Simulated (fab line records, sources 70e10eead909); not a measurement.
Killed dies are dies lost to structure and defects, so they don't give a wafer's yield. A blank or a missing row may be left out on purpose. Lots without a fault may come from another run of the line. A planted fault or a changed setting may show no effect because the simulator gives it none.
Chamber matching | flow nand_harc | NHARC_A_STAIRCASE_STRIP_476 on rie_diel-10: 4 sister chambers
The step strips in O2, time 20 s. 14 wafers are shown with their chamber, then 7 later ones without.

WAFERS WITH THEIR CHAMBER
wafer  | chamber | showerhead_plenum_p_Torr (Torr) | oes_product_au (a.u.) | o2_flow_sccm (sccm)
L086.3 | 2       | 3.47                            | 1.002                 | 500.4
L086.5 | 2       | 3.47                            | 0.997                 | 500.3
L086.6 | 1       | 3.57                            | 0.989                 | 500.4
L087.1 | 2       | 3.46                            | 1.010                 | 499.6
L087.3 | 3       | 3.78                            | 1.006                 | 497.5
L087.6 | 3       | 3.78                            | 1.003                 | 499.5
L092.1 | 2       | 3.46                            | 1.001                 | 500.7
L092.3 | 1       | 3.56                            | 0.995                 | 498.1
L092.4 | 3       | 3.78                            | 0.999                 | 499.7
L091.1 | 1       | 3.56                            | 0.991                 | 500.8
L091.2 | 3       | 3.78                            | 1.001                 | 499.0
L091.5 | 0       | 3.48                            | 0.988                 | 502.9
L094.2 | 1       | 3.56                            | 0.983                 | 501.0
L094.3 | 0       | 3.47                            | 0.974                 | 501.7

SIGNATURES (means of the wafers above)
reading                  | chamber 0 | chamber 1 | chamber 2 | chamber 3 | scatter within a chamber
showerhead_plenum_p_Torr | 3.4750    | 3.5625    | 3.4650    | 3.7800    | 0.00474
oes_product_au           | 0.98100   | 0.98950   | 1.00250   | 1.00225   | 0.00537
o2_flow_sccm             | 502.300   | 500.075   | 500.250   | 498.925   | 0.986
Rule: a wafer's distance from a chamber is the root of the sum, over the readings, of the square of ((its reading less the chamber's mean) divided by the reading's scatter). The wafer belongs to the nearest chamber; if the next one is less than 2 further off, it can't be placed. The scatter: the root of (the sum of the squares of (reading less its chamber's mean) over the shown wafers, divided by (wafers less chambers)).

WAFERS WITHOUT THEIR CHAMBER
wafer  | showerhead_plenum_p_Torr (Torr) | oes_product_au (a.u.) | o2_flow_sccm (sccm)
L094.4 | 3.46                            | 0.981                 | 502.7
L095.1 | 3.56                            | 0.994                 | 499.0
L095.2 | 3.77                            | 1.014                 | 499.7
L095.5 | 3.56                            | 0.983                 | 499.6
L096.1 | 3.45                            | 0.993                 | 500.6
L096.4 | 3.47                            | 1.000                 | 497.9
L096.6 | 3.47                            | 1.009                 | 497.9

WHICH CHAMBER EACH WENT THROUGH
wafer  | from the rows above     | in truth
L094.4 | can't be placed: 0 or 2 | 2
L095.1 | 1                       | 1
L095.2 | 3                       | 3
L095.5 | 1                       | 1
L096.1 | 2                       | 2
L096.4 | 2                       | 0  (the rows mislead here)
L096.6 | 2                       | 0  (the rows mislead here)
Placed correctly: 4 of 7. Can't be placed from these rows: 1 (the true chamber is among the candidates in 1). Placed wrongly: 2.
